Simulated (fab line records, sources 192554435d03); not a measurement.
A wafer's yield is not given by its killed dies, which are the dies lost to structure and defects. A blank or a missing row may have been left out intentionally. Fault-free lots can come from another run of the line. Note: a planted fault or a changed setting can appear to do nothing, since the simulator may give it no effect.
Split-lot trial    flow n5 finfet    39 wafers read across 7 lots, on a route 1938 steps long

== SPLIT DETAILS ==
At N5_BEOL_M4_TRENCH_ETCH_37 (etches SiOC in C4F6/O2, target depth 55.555 nm, time 29.2 s), the setting time s was moved away from the recipe's 29.2 s on 18 of the 39 wafers read, by -53.2% to +38.9%. This setting was run at the recipe's value on the other wafers.

== FROM THE SPLIT TO THE READING: what the file shows between them, 8 steps ==
- N5_BEOL_M4_ETCH_41: etches SiCN in CH3F/O2, target depth 29.9 nm, time 52.5 s
- N5_BEOL_M4_STRIP_97: strips in N2/H2, time 10 s
- N5_BEOL_M4_OCD_MEAS_38
- N5_BEOL_M4_HM_STRIP_39: strips TiN in peroxide tin strip, target depth 25 nm, time 158 s
- N5_BEOL_M4_SRD_40: time 30 s
- N5_BEOL_M4_ECD_50: material Cu, target thk 300 nm
- N5_BEOL_M4_ANNEAL_51: time 90 s
- N5_BEOL_M4_CMP_52: polishes, stops on SiOC, t overpolish 6.8 s, target thk 40 nm

== THE READING ==
M4_THK, in nm, at N5_BEOL_M4_THK_MEAS_53 (measures by xrf). Fault-free wafers of this fab line usually give 40.4 nm, standard deviation 1.5 nm.

wafer   tool, chamber at the split  time s as run, s  against the recipe  M4_THK, nm  against lot-mates on the recipe
L074.1  rie diel-03, 2              24.23             -17.0%              30.8        -8.5
L074.2  rie diel-03, 3              24.23             -17.0%              28.9        -10.4
L074.3  rie diel-03, 0              29.2              recipe              37.8        -
L074.4  rie diel-03, 1              29.2              recipe              39.6        -
L074.5  rie diel-03, 2              24.23             -17.0%              29.0        -10.3
L074.6  rie diel-03, 1              29.2              recipe              40.4        -
L075.1  rie diel-04, 0              13.67             -53.2%              10.1        -30.8
L075.2  rie diel-04, 1              29.2              recipe              40.6        -
L075.3  rie diel-04, 2              29.2              recipe              38.7        -
L075.4  rie diel-04, 3              29.2              recipe              43.3        -
L075.5  rie diel-04, 3              13.67             -53.2%              10.5        -30.4
L075.6  rie diel-04, 2              13.67             -53.2%              10.6        -30.3
L084.1  rie diel-03, 3              29.2              recipe              41.7        -
L084.2  rie diel-03, 0              29.2              recipe              38.8        -
L084.3  rie diel-03, 1              33.79             +15.7%              51.0        +10.2
L084.4  rie diel-03, 0              33.79             +15.7%              49.1        +8.3
L084.5  rie diel-03, 3              29.2              recipe              41.9        -
L084.6  rie diel-03, 1              33.79             +15.7%              50.1        +9.3
L086.1  rie diel-04, 2              18.87             -35.4%              22.0        -20.7
L086.2  rie diel-04, 0              18.87             -35.4%              21.1        -21.6
L086.3  rie diel-04, 1              29.2              recipe              43.0        -
L086.4  rie diel-04, 2              29.2              recipe              41.5        -
L086.5  rie diel-04, 0              29.2              recipe              43.7        -
L086.6  rie diel-04, 1              18.87             -35.4%              23.8        -18.9
L087.2  rie diel-03, 2              29.2              recipe              42.9        -
L087.3  rie diel-03, 3              29.2              recipe              42.1        -
L087.4  rie diel-03, 1              29.2              recipe              40.6        -
L089.1  rie diel-05, 2              37.74             +29.2%              57.0        +15.7
L089.2  rie diel-05, 0              37.74             +29.2%              56.7        +15.4
L089.3  rie diel-05, 1              29.2              recipe              40.2        -
L089.4  rie diel-05, 0              29.2              recipe              42.7        -
L089.5  rie diel-05, 2              29.2              recipe              40.9        -
L089.6  rie diel-05, 1              37.74             +29.2%              55.2        +13.9
L091.1  rie diel-03, 3              40.57             +38.9%              62.7        +22.1
L091.2  rie diel-03, 2              40.57             +38.9%              63.1        +22.5
L091.3  rie diel-03, 1              29.2              recipe              39.4        -
L091.4  rie diel-03, 2              29.2              recipe              42.2        -
L091.5  rie diel-03, 1              29.2              recipe              40.3        -
L091.6  rie diel-03, 3              40.57             +38.9%              63.3        +22.7

THE FIT
A straight line over all 39 wafers: M4_THK changes by +0.562 nm for each +1% of time s; r = +0.99; the points scatter about the line by 1.5 nm.
The same after taking each lot's own level away (the mean of its wafers on the recipe; 39 wafers): +0.567 nm for each +1%; r = +1.00; scatter 1.2 nm.
On that fit, the largest move of time s shifts the reading by 30 nm.
Measured against the standard deviation above, the lots' own levels, which go from 39.27 to 42.73 nm, span 2.3 times it.
Hence the lot-to-lot level has little effect on the slope; both slopes agree.
Check: for one of the wafers moved furthest among these (-53.2%), held out of the fit, the line's prediction against its lot-mates is -30.2 nm. It came out at -30.8 nm against them.

== THE OTHER SPLITS THESE WAFERS WENT THROUGH ==
These wafers also went through other splits before the reading. Each is held against what the fit with the lots' levels taken away leaves over:
other split on the same wafers     wafers away from the commonest value  r with M4_THK (lot level and that fit taken away)
N5_DUMMY_GATE_CVD_03 target thk a  18                                    -0.17
N5_ILD0_PRECLEAN_10 time s         18                                    -0.06
N5_MOL_CONTACT_COAG_ALD_27 time s  15                                    -0.32

== THE WHOLE CHAIN: every reading that the file lists as answering this split, in the file's order ==
step                       what it does                                                   reading                                                                           change (the file's fit)                                                            r (the file's)
N5_BEOL_M4_TRENCH_ETCH_37  etches SiOC in C4F6/O2, target depth 55.555 nm, time 29.2 s    etch.depth nm (the simulator's own value, which no gauge read)                    +0.562 nm for each +1% of the setting                                              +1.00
N5_BEOL_M4_TRENCH_ETCH_37  etches SiOC in C4F6/O2, target depth 55.555 nm, time 29.2 s    BEOL_M4.feature depth nm (the simulator's own value, which no gauge read)         +0.562 nm for each +1% of the setting                                              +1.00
N5_BEOL_M4_TRENCH_ETCH_37  etches SiOC in C4F6/O2, target depth 55.555 nm, time 29.2 s    TiN_of_BEOL_M4_HM_DEP_02.thk nm (the simulator's own value, which no gauge read)  -0.0236 nm for each +1% of the setting                                             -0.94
N5_BEOL_M4_OCD_MEAS_38                                                                    trench depth nm                                                                   +0.56 nm for each +1% of the setting                                               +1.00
N5_BEOL_M4_CMP_52          polishes, stops on SiOC, t overpolish 6.8 s, target thk 40 nm  Cu_of_BEOL_M4_ECD_50.thk nm (the simulator's own value, which no gauge read)      +0.558 nm for each +1% of the setting                                              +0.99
N5_BEOL_M4_THK_MEAS_53     measures by xrf                                                M4_THK                                                                            +0.568 for each +1% of the setting                                                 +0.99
N5_BEOL_M4_RS_MEAS_58      measures by four-point-probe                                   M4_RS                                                                             not straight: 4.46 at the lowest setting, 0.66 at the recipe, 0.39 at the highest  not given

== THE FILE'S OWN FIT ==
M4_THK changes by +0.568 nm for each +1% of time s, r = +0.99.
